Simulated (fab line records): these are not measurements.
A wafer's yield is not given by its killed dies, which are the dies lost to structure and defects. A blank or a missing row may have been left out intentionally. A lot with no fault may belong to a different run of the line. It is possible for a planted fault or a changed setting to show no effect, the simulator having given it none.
One fault seen from 2 desks | flow nand harc | numbers are kept per desk, each desk with only its own; the story behind them comes last

== FROM THE METROLOGY DESK ==
Means of the sampled wafers that have a number, per lot and without regard to the tool the lot ran on: this is what the gauges read. Marked OUT: a lot whose mean sits more than 4 standard deviations from the usual mean, which makes it out of limits; the brackets give that distance.
Columns: A = thk nm at NHARC_A_ONON_D1_THK_MEAS_02, usual 999 nm
lot  | first seen here | A
L257 | day 8 01:41     | 1004
L259 | day 8 01:41     | 994
L260 | day 8 06:07     | 1000
L261 | day 8 15:44     | 998
L262 | day 8 15:50     | 997
L264 | day 8 23:04     | 997
L268 | day 9 20:16     | 1025
L269 | day 10 20:56    | 1350 (+38) OUT
L270 | day 10 20:58    | 996
L273 | day 11 10:32    | 1347 (+38) OUT
L276 | day 12 06:19    | 1008
L277 | day 12 06:40    | 992
L279 | day 13 00:42    | 1000
L280 | day 13 18:35    | 987
This desk's verdict: out of limits on L269, L273, starting with L269 at day 10 20:56 (thk nm at NHARC_A_ONON_D1_THK_MEAS_02). L257, L259, L260, L261, L262, L264, L268, L270, L276, L277, L279, L280: within limits.

== THE DEFECT DESK ==
Lot by lot, what the route's inspections counted, given as the mean of those sampled wafers with a number. Marked OUT: a lot whose mean sits more than 4 standard deviations from the usual mean, which makes it out of limits; the brackets give that distance.
Columns: A = raw defect count at NHARC_P_BONDPAD_INSPECT_23, usual 305
lot  | first seen here | A
L257 | day 6 21:46     | 345
L259 | day 7 01:12     | 293
L260 | day 7 06:20     | 328
L261 | day 7 15:20     | 257
L262 | day 7 16:10     | 244
L264 | day 7 23:05     | 268
L268 | day 8 22:34     | 336
L269 | day 9 17:00     | 291
L270 | day 9 17:27     | 353
L273 | day 10 11:03    | 340
L276 | day 11 08:20    | 212
L277 | day 11 10:44    | 273
L279 | day 11 22:40    | 318
L280 | day 12 15:58    | 297
Result from this desk: across the 14 lots, nothing is out of limits.

== BROUGHT TOGETHER ==
L269, L273 would have let the metrology desk raise an alarm at day 10 20:56.
The defect desk saw nothing out of limits.
The defect desk has L269, L273 on record, within its limits.
NHARC_A_ONON_D1_DEP_00 was run on pecvd onon-04 by each of the lots named.

== WHAT THE SIMULATOR HAD PUT IN ==
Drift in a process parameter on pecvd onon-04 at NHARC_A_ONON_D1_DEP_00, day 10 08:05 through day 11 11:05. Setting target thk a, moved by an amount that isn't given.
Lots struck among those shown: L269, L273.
Time in hours between the start of the fault and the first out-of-limits reading at each desk: metrology desk, 13.
